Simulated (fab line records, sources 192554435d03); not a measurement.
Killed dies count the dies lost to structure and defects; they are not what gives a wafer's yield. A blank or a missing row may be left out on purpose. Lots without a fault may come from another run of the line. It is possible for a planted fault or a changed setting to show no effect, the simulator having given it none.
fab line records	flow n5_finfet
record: lots: 5	wafers: 14	last_day: 16
route steps=1938 shown HKMG_FIN@422 BEOL_M4@1111 PASSIVATION@1936
lots that met no fault: from a run of the same line without faults
start_h: hours from the record's opening day to when the first of the lot's shown wafers began	wait_h: how many hours have passed since the lot's step before this one	" repeats the value in the row above	L1.1+2: one row covering several wafers at once	- no value, or no start given	* or withheld: withheld	< > ~ a bound
route shown NAME@n: names a module that has steps shown in the file, with the first one's number in the route	usual: the fault-free wafers' mean and standard deviation	same: alike in all rows	chamber/n: place in a boat	sites: the reading at each site	_std_site: the values' standard deviation	_edge_site: inner sites' mean taken away from outer sites' mean	radius_mm: how far each site lies from the wafer's centre	mask NAME#n: copy n	behind: the last tool/chamber to shape the wafer	hold: the reason the lot was held/the length of the hold in hours/how it ended	device: the n, p or np transistor that did not switch	end of line: the same wafers' tests at the end of the route	step lacking rows: just its recipe	killed: count of dies lost to structure and defects at first sort (not the wafer's yield)	map: a wafer's dies, marking killed ones x, the rest . and places with no die _
set.NAME: the setting that was run; set.NAME@STEP: the one run at that earlier step	model.NAME: the simulator's own value behind a step, which no gauge read
certain route steps with their lots: each step a table, each wafer a row
services: a tool's chamber out of use, with start hour (start_h, from the record's first day; less than 0 if before it), hours out, and reason
== steps ==
step: N5_HKMG_FIN_COAT_29
recipe: resist: SOC	temp_c: 250	time_s: 60	spin_rpm: 1500	resist_thk_nm: 300
step: N5_HKMG_FIN_COAT_30
recipe: resist: SiARC	temp_c: 220	time_s: 60	spin_rpm: 1500	resist_thk_nm: 35
step: N5_HKMG_FIN_COAT_06
recipe: resist: CAR-ArF	spin_rpm: 1500	resist_thk_nm: 90
step: N5_HKMG_FIN_EBR_08
recipe: solvent: PGMEA	ebr_width_mm: 1.5
step: N5_HKMG_FIN_SOFTBAKE_07
recipe: temp_c: 110	time_s: 60	resist: CAR-ArF
step: N5_HKMG_FIN_EXPOSE_09
recipe: mask_id: NWFM	na: 1.35	source_shape: conventional	sigma_outer: 0.8	polarization: unpolarized	dose_mj: 39.25
step: N5_HKMG_FIN_PEB_10
recipe: peb_temp_c: withheld	peb_time_s: 60	resist: CAR-ArF
step: N5_HKMG_FIN_DEVELOP_11
recipe: develop_time_s: 30	developer: TMAH	resist: CAR-ArF	dev_temp_c: 23	rinse_liquid: diw	dry: air_spin
step: N5_HKMG_FIN_CD_MEAS_12
recipe: target_cd_nm: 92.8	landing_energy_ev: 500	detector: se_inlens
usual: cd_nm: 92.9/0.62
lot.wafer	tool	chamber	start_h	wait_h	cd_nm
L588.1	cd_sem-02	0	93.70	-	93.6
L588.2	"	0	"	"	93.4
L588.4	"	0	"	"	93.3
L593.2	cd_sem-03	0	125.55	-	92.9
L593.4	"	0	"	"	92.9
L593.6	"	0	"	"	92.9
L594.1	cd_sem-03	0	137.12	-	93.6
L594.3	"	0	"	"	93.4
L594.4	"	0	"	"	93.8
L604.3	cd_sem-01	0	188.82	-	92.6
L604.5	"	0	"	"	93.5
L606.4	cd_sem-01	0	202.50	-	93.5
L606.5	"	0	"	"	92.8
L606.6	"	0	"	"	93.0
step: N5_HKMG_FIN_OVL_MEAS_13
recipe: points_per_wafer: 44
usual: NWFM_OVL: -0.8/0.71
lot.wafer	tool	chamber	start_h	wait_h	NWFM_OVL[nm]
L588.1	overlay-01	0	93.73	0.0	-1.3
L588.2	"	0	"	"	-0.9
L588.4	"	0	"	"	-1.0
L593.2	overlay-01	0	125.58	0.0	-1.6
L593.4	"	0	"	"	-1.4
L593.6	"	0	"	"	-0.6
L594.1	overlay-01	0	137.15	0.0	-0.8
L594.3	"	0	"	"	-1.4
L594.4	"	0	"	"	-1.4
L604.3	overlay-02	0	188.84	0.0	-0.4
L604.5	"	0	"	"	0.0
L606.4	overlay-02	0	202.53	0.0	-1.0
L606.5	"	0	"	"	-1.2
L606.6	"	0	"	"	-1.3
step: N5_HKMG_FIN_INSPECT_14
recipe: mode: adi	inspect_instrument: macro
usual: raw_defect_count: 2.2/1.5
lot.wafer	tool	chamber	start_h	wait_h	raw_defect_count
L588.1	defect_inspect-02	-	93.76	0.0	3
L588.2	"	-	"	"	2
L588.4	"	-	"	"	1
L593.2	defect_inspect-02	-	125.60	0.0	1
L593.4	"	-	"	"	3
L593.6	"	-	"	"	3
L594.1	defect_inspect-02	-	137.18	0.0	5
L594.3	"	-	"	"	1
L594.4	"	-	"	"	4
L604.3	defect_inspect-01	-	188.87	0.0	1
L604.5	"	-	"	"	3
L606.4	defect_inspect-01	-	202.55	0.0	2
L606.5	"	-	"	"	4
L606.6	"	-	"	"	2
step: N5_HKMG_FIN_DESCUM_17
recipe: chemistry: O2	time_s: 7.9	source_power_w: 50	bias_power_w: 20	pressure_mtorr: 20	rf_frequency_hz: 2.712e+07	temp_c: 40	resist: CAR-ArF	o2_flow_sccm: 225
usual: drypump_motor_current_A: 5.8/0.44	oes_product_au: 0.77/0.066	rf_vpp_V: 243.5/1.5	showerhead_plenum_p_Torr: 2.12/0.087	throttle_valve_pct: 20.43/0.21
lot.wafer	tool	chamber	start_h	wait_h	drypump_motor_current_A	oes_product_au	rf_hours_counter_h	rf_vpp_V	showerhead_plenum_p_Torr	throttle_valve_pct
L588.1	rie_diel-02	3	93.79	0.0	5.9	0.78	104	243.9	2.02	20.19
L588.2	"	0	"	"	5.5	0.69	226	240.5	1.97	20.37
L588.4	"	1	"	"	6.5	0.73	187	243.1	2.17	20.47
L593.2	rie_diel-02	0	125.63	0.0	5.5	0.68	235	241.1	1.97	20.35
L593.4	"	1	"	"	6.5	0.72	201	244.5	2.16	20.48
L593.6	"	2	"	"	6.1	0.80	-	243.3	2.21	20.30
L594.1	rie_diel-01	2	137.28	0.1	5.0	0.71	221	243.3	2.15	20.77
L594.3	"	1	"	"	5.6	0.87	35	245.6	2.21	20.12
L594.4	"	3	"	"	6.1	0.78	115	243.6	2.19	20.40
L604.3	rie_diel-01	3	188.90	0.0	6.2	0.77	132	243.8	2.19	20.44
L604.5	"	0	"	"	5.6	0.73	-	241.9	1.99	20.59
L606.4	rie_diel-06	0	202.59	0.0	5.7	0.92	30	242.4	2.04	20.24
L606.5	"	3	"	"	6.4	0.76	-	242.4	2.09	20.67
L606.6	"	0	"	"	5.7	0.91	-	241.7	2.05	20.21
step: N5_HKMG_FIN_ETCH_31
recipe: chemistry: CF4	target: SiARC	target_depth_a: 455	mask_material: CAR-ArF	time_s: 75.8	ion_energy_ev: 80	pressure_mtorr: 40	source_w: 545	bias_w: 36	Ar_flow_sccm: 100	cf4_flow_sccm: 100	ends: cleared
usual: drypump_motor_current_A: 5.8/0.44	etch_rf_on_time_s: 75.6/1.1	oes_product_au: 0.66/0.054	rf_vpp_V: 184.4/1.3	showerhead_plenum_p_Torr: 2.17/0.082	throttle_valve_pct: 15.64/0.21
lot.wafer	tool	chamber	start_h	wait_h	drypump_motor_current_A	etch_rf_on_time_s	oes_product_au	rf_hours_counter_h	rf_vpp_V	showerhead_plenum_p_Torr	throttle_valve_pct
L588.1	rie_diel-02	3	93.83	0.0	5.8	74.9	0.67	104	183.7	2.08	15.39
L588.2	"	0	"	"	5.5	76.5	0.59	226	181.5	2.03	15.62
L588.4	"	1	"	"	6.5	74.7	0.62	187	184.8	2.21	15.63
L593.2	rie_diel-02	0	125.67	0.0	5.5	78.1	0.58	235	183.2	2.03	15.64
L593.4	"	1	"	"	6.5	74.9	0.62	201	184.2	2.20	15.69
L593.6	"	2	"	"	6.1	75.7	0.68	-	186.8	2.25	15.42
L594.1	rie_diel-01	2	137.32	0.0	5.0	75.7	0.61	221	185.3	2.20	15.97
L594.3	"	1	"	"	5.6	75.3	0.75	35	185.5	2.27	15.35
L594.4	"	3	"	"	6.2	75.9	0.67	115	185.8	2.24	15.60
L604.3	rie_diel-01	3	188.94	0.0	6.2	52.4	0.82	132	184.6	2.23	15.62
L604.5	"	0	"	"	5.6	77.4	0.62	-	183.4	2.05	15.87
L606.4	rie_diel-06	0	202.62	0.0	5.7	74.7	0.77	30	182.6	2.10	15.37
L606.5	"	3	"	"	6.4	75.5	0.65	-	183.1	2.15	15.89
L606.6	"	0	"	"	5.7	73.4	0.78	-	183.4	2.10	15.36
step: N5_HKMG_FIN_ETCH_32
recipe: chemistry: N2/H2	target: SOC	target_depth_a: 2400	temp_c: 40	time_s: 300	ion_energy_ev: 200	mask_material: SiARC	pressure_mtorr: 30	source_w: 840	bias_w: 150	n2_flow_sccm: 200	h2_flow_sccm: 200
usual: drypump_motor_current_A: 5.8/0.44	h2_flow_sccm: 200.0/0.51	oes_product_au: 0.78/0.065	rf_vpp_V: 524.7/3	showerhead_plenum_p_Torr: 2.57/0.11	throttle_valve_pct: 17.88/0.23
lot.wafer	tool	chamber	start_h	wait_h	drypump_motor_current_A	h2_flow_sccm	oes_product_au	rf_hours_counter_h	rf_vpp_V	showerhead_plenum_p_Torr	throttle_valve_pct
L588.1	rie_diel-02	3	93.88	0.0	5.9	200.2	0.79	104	521.0	2.46	17.58
L588.2	"	0	"	"	5.5	200.0	0.69	226	520.9	2.41	17.88
L588.4	"	1	"	"	6.5	199.9	0.73	187	525.7	2.64	17.96
L593.2	rie_diel-02	0	125.72	0.0	5.5	199.5	0.69	235	520.4	2.40	17.89
L593.4	"	1	"	"	6.5	199.9	0.73	201	526.0	2.64	17.99
L593.6	"	2	"	"	6.1	200.5	0.81	-	528.3	2.67	17.67
L594.1	rie_diel-01	2	137.37	0.0	5.0	199.9	0.71	221	526.6	2.62	18.19
L594.3	"	1	"	"	5.6	200.5	0.90	35	527.5	2.70	17.57
L594.4	"	3	"	"	6.2	199.6	0.79	115	528.0	2.66	17.85
L604.3	rie_diel-01	3	188.99	0.0	6.2	200.5	0.77	132	526.3	2.66	17.88
L604.5	"	0	"	"	5.6	199.4	0.74	-	521.5	2.42	18.07
L606.4	rie_diel-06	0	202.68	0.0	5.7	200.0	0.90	30	522.0	2.49	17.66
L606.5	"	3	"	"	6.4	198.8	0.76	-	523.1	2.55	18.27
L606.6	"	0	"	"	5.7	199.9	0.89	-	522.0	2.49	17.66
step: N5_BEOL_M4_RC_MEAS_101
usual: DIBL_N: 36.5/1.4	DIBL_P: 36.6/1.6	IOFF_N: 0.160/0.024	IOFF_P: 0.217/0.029	ION_N: 674/8.7	ION_P: 464/6.5	SS_N: 71.6/0.47	SS_P: 73.4/0.57	VT_N: 250.0/2.5	VT_P: -250/3.1
lot.wafer	tool	chamber	start_h	wait_h	DIBL_N[mV/V]	DIBL_P[mV/V]	IOFF_N[nA/um]	IOFF_P[nA/um]	ION_N[uA/um]	ION_P[uA/um]	SS_N[mV/dec]	SS_P[mV/dec]	VT_N[mV]	VT_P[mV]
L588.1	prober-02	0	193.37	0.0	34.3	34.4	0.136	0.202	668	461	71.2	73.3	251.5	-251
L588.2	"	0	"	"	35.2	35.9	0.161	0.228	676	469	71.1	73.3	248.2	-248
L588.4	"	0	"	"	35.5	36.4	0.161	0.226	675	464	71.3	73.7	249.8	-250
L593.2	prober-01	0	227.36	0.2	36.2	37.3	0.168	0.262	675	478	71.9	73.5	248.0	-241
L593.4	"	0	"	"	36.3	37.5	0.169	0.257	682	474	71.5	74.0	248.9	-243
L593.6	"	0	"	"	35.4	36.3	0.145	0.229	664	468	71.2	73.0	249.4	-243
L594.1	prober-02	0	233.87	0.0	36.0	33.3	0.136	0.197	669	465	71.3	72.4	251.6	-248
L594.3	"	0	"	"	38.4	36.2	0.192	0.230	677	463	71.5	73.5	246.7	-247
L594.4	"	0	"	"	35.9	33.6	0.137	0.186	667	459	71.5	72.3	248.8	-251
L606.4	prober-01	0	286.84	0.5	35.6	35.8	0.148	0.229	680	473	71.2	73.2	249.0	-248
L606.5	"	0	"	"	37.5	37.4	0.180	0.263	685	473	71.9	73.4	247.9	-243
L606.6	"	0	"	"	34.8	34.1	0.131	0.214	668	469	71.3	73.2	252.6	-248
L604.3	prober-02	0	289.28	0.3	36.4	36.4	0.147	0.208	666	460	72.1	73.9	252.5	-251
L604.5	"	0	"	"	35.2	36.0	0.134	0.193	658	458	71.9	73.4	254.7	-251
step: N5_PASSIVATION_PROBE_49
usual: defect_limited_yield: 91.2/1.4	killed_at_M0_to_M3: 34/9.4	killed_at_M4_up: 13/5.8	killed_at_contacts: 13/6.4	killed_at_front_end: 41/11	killed_at_other: 3.1/2.3	killed_dies: 103/16	killed_open: 69/12	killed_short: 33/7.8	sort_bin_5_function: 5.1/0.91	sort_bin_6_memory: 3.3/0.63	sort_n_pass: 1077/16	sort_yield_pct: 91.2/1.4
same: gross_dies: 1180	killed_at_back_side: 0	sort_bin_4_leakage[%]: 0	sort_bin_8_speed[%]: 0
lot.wafer	tool	chamber	start_h	wait_h	defect_limited_yield[%]	killed_at_M0_to_M3	killed_at_M4_up	killed_at_contacts	killed_at_front_end	killed_at_other	killed_dies	killed_open	killed_short	sort_bin_5_function[%]	sort_bin_6_memory[%]	sort_n_pass	sort_yield_pct[%]
L594.1	prober-01	-	331.16	0.0	92.2	33	15	12	31	1	92	47	43	4.6	3.0	1088	92.2
L594.3	prober-01	-	331.26	0.1	88.9	60	13	22	34	2	131	79	51	6.9	3.9	1049	88.9
L594.4	prober-01	-	331.31	0.2	93.6	30	8	5	30	2	75	55	18	4.0	2.3	1105	93.6
killed by level:class
L594.1 BEOL_M4:geometric_particle:open=11 BEOL_M0_SAQP:geometric_particle:short=9 BEOL_M0_SAQP:geometric_particle:open=9 MOL_CONTACT_COAG:geometric_particle:open=8 FIN_SAQP:geometric_particle:short=6 GATE_CUT:geometric_particle:short=6 BEOL_M1:geometric_particle:short=4 BEOL_M1:geometric_particle:open=4
L594.3 MOL_CONTACT_COAG:geometric_particle:open=14 BEOL_M0_SAQP:geometric_particle:short=14 BEOL_M2:geometric_particle:open=13 BEOL_M0:geometric_particle:open=9 MOL_CONTACT_COAG:geometric_particle:short=8 BEOL_M0_SAQP:geometric_particle:open=8 BEOL_M4:geometric_particle:open=8 FIN_SAQP:geometric_particle:short=7
L594.4 BEOL_M0_SAQP:geometric_particle:open=9 BEOL_M2:geometric_particle:open=9 STI_FIN_REVEAL:geometric_particle:open=8 DUMMY_GATE:geometric_particle:open=6 BEOL_M0_SAQP:geometric_particle:short=5 MOL_CONTACT_COAG:geometric_particle:open=5 GATE_CUT:geometric_particle:short=4 BEOL_M4:geometric_particle:open=4
== services ==
tool	chamber	start_h	hours	kind
rie_diel-06	0	82.34	-	clean
rie_diel-06	0	82.34	-	consumable_replace:focus_ring
rie_diel-06	0	82.34	29.6	scheduled_down
rie_diel-06	0	82.34	29.6	vent_cycle
rie_diel-06	1	112.08	-	clean
rie_diel-06	1	112.08	-	consumable_replace:focus_ring
rie_diel-06	1	112.08	16.5	scheduled_down
rie_diel-06	1	112.08	16.5	vent_cycle
rie_diel-06	-	152.14	4.3	pm
rie_diel-02	-	161.27	0.4	repair
rie_diel-02	0	168.03	-	clean
rie_diel-02	0	168.03	-	consumable_replace:focus_ring
rie_diel-02	0	168.03	-	consumable_replace:showerhead
rie_diel-02	0	168.03	16.3	scheduled_down
rie_diel-02	0	168.03	16.3	vent_cycle
rie_diel-01	2	185.30	17.7	repair
rie_diel-02	1	195.81	5.5	repair
rie_diel-02	3	198.03	6.0	repair
== key ==
first_sign: step: N5_HKMG_FIN_ETCH_31	reading: etch_rf_on_time_s	direction: down	sigmas: 22	usual: *	struck: *
effect none on later readings
met_at N5_HKMG_FIN_ETCH_31
struck_wafers L604.3
onset_between 137.32 188.94
fault: kind: process_parameter_drift	tool: rie_diel-01	chamber: -	onset_h: 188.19	steps: N5_HKMG_FIN_ETCH_31	channel: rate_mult	offset: 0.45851	shape: step	end_h: 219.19	scope: struck_wafers_only
